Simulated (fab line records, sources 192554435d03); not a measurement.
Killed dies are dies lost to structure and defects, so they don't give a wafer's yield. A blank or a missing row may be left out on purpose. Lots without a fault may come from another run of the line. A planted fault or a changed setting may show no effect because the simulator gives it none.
One fault seen from 2 desks | flow n5_finfet | each desk has only its own numbers; what lay behind them comes last

THE METROLOGY DESK
What the gauges read, lot by lot, whatever tool the lot ran on: means of the sampled wafers that have a number. A lot is out of limits, marked OUT, if its mean lies more than 4 standard deviations from the usual mean; the brackets give that distance.
Columns: A = cd_nm at N5_PASSIVATION_CD_MEAS_44, usual 40001 nm
lot  | first seen here | A
L315 | day 12 23:43    | 40002
L316 | day 13 03:11    | 40002
L319 | day 15 02:26    | 39999
L318 | day 15 10:25    | 40004
L321 | day 16 08:13    | 40007
L320 | day 16 08:49    | 40003
L322 | day 16 18:12    | 40001
L323 | day 17 07:59    | 39999
L324 | day 17 08:40    | 40007
L325 | day 17 19:32    | 40002
L334 | day 19 23:50    | 40003
This desk's finding: nothing out of limits on any of the 11 lots.

THE TOOL OWNER'S DESK: pvd_sputter-02
The tool's own readings at N5_BEOL_M7_PRE_CLEAN_45 (time 30 s): means of the sampled wafers that have a number, for each lot that ran on this tool. A lot is out of limits, marked OUT, if its mean lies more than 4 standard deviations from the usual mean; the brackets give that distance.
Columns: A = heater_power_w at N5_BEOL_M7_PRE_CLEAN_45, usual 322 W
lot  | first seen here | A
L315 | day 10 02:13    | 306
L319 | day 12 05:32    | 314
L322 | day 13 08:19    | 312
L323 | day 13 15:05    | 315
L324 | day 14 03:44    | 311
L325 | day 14 11:05    | 321
This desk's finding: nothing out of limits on any of the 6 lots.

PUT TOGETHER
The metrology desk saw nothing out of limits.
The tool owner's desk saw nothing out of limits.

WHAT THE SIMULATOR HAD PUT IN
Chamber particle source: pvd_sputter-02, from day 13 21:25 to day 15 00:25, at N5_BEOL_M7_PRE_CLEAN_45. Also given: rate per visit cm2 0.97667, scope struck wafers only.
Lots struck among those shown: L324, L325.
